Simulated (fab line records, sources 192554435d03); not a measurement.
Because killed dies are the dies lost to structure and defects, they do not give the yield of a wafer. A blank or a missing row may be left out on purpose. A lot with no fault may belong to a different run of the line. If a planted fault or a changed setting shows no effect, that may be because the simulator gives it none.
Chamber matching :: flow n5_finfet :: rie_diel-02 running N5_BEOL_M2_ETCH_74: 4 sister chambers
The step etches underlayer in N2/H2, target depth 6.5 nm, time 5.2 s. 4 wafers are shown with their chamber, then 12 later ones without.

EACH WAFER AND ITS CHAMBER
wafer: L083.6
chamber: 3
showerhead_plenum_p_Torr (Torr): 2.63

wafer: L090.4
chamber: 0
showerhead_plenum_p_Torr (Torr): 2.51

wafer: L088.2
chamber: 1
showerhead_plenum_p_Torr (Torr): 2.44

wafer: L088.5
chamber: 2
showerhead_plenum_p_Torr (Torr): 2.40

WAFERS MISSING THEIR CHAMBER
wafer: L092.2
showerhead_plenum_p_Torr (Torr): 2.44

wafer: L092.5
showerhead_plenum_p_Torr (Torr): 2.51

wafer: L092.6
showerhead_plenum_p_Torr (Torr): 2.40

wafer: L094.1
showerhead_plenum_p_Torr (Torr): 2.62

wafer: L094.5
showerhead_plenum_p_Torr (Torr): 2.51

wafer: L094.6
showerhead_plenum_p_Torr (Torr): 2.62

wafer: L095.2
showerhead_plenum_p_Torr (Torr): 2.43

wafer: L095.3
showerhead_plenum_p_Torr (Torr): 2.62

wafer: L095.5
showerhead_plenum_p_Torr (Torr): 2.50

wafer: L097.1
showerhead_plenum_p_Torr (Torr): 2.62

wafer: L097.2
showerhead_plenum_p_Torr (Torr): 2.50

wafer: L097.3
showerhead_plenum_p_Torr (Torr): 2.43

EACH ONE'S CHAMBER
wafer: L092.2
from the rows above: 1
in truth: 1

wafer: L092.5
from the rows above: 0
in truth: 0

wafer: L092.6
from the rows above: 2
in truth: 2

wafer: L094.1
from the rows above: 3
in truth: 3

wafer: L094.5
from the rows above: 0
in truth: 0

wafer: L094.6
from the rows above: 3
in truth: 3

wafer: L095.2
from the rows above: 1
in truth: 1

wafer: L095.3
from the rows above: 3
in truth: 3

wafer: L095.5
from the rows above: 0
in truth: 0

wafer: L097.1
from the rows above: 3
in truth: 3

wafer: L097.2
from the rows above: 0
in truth: 0

wafer: L097.3
from the rows above: 1
in truth: 1
Correctly placed: 12 of 12. Left unplaced by these rows: 0. Wrongly placed: 0.
How it was worked out, from the rows above alone: a wafer's distance from a chamber is the root of the sum, over the readings, of the square of ((its reading less the chamber's mean) divided by the reading's scatter). If the next closest chamber is less than 2 further off than the closest, the wafer can't be placed; otherwise it belongs to the closest. A chamber's mean is the mean of its shown wafers. The scatter (one wafer shown for each chamber): square how far every hidden wafer sits from the nearest shown wafer, average those squares and take the square root.
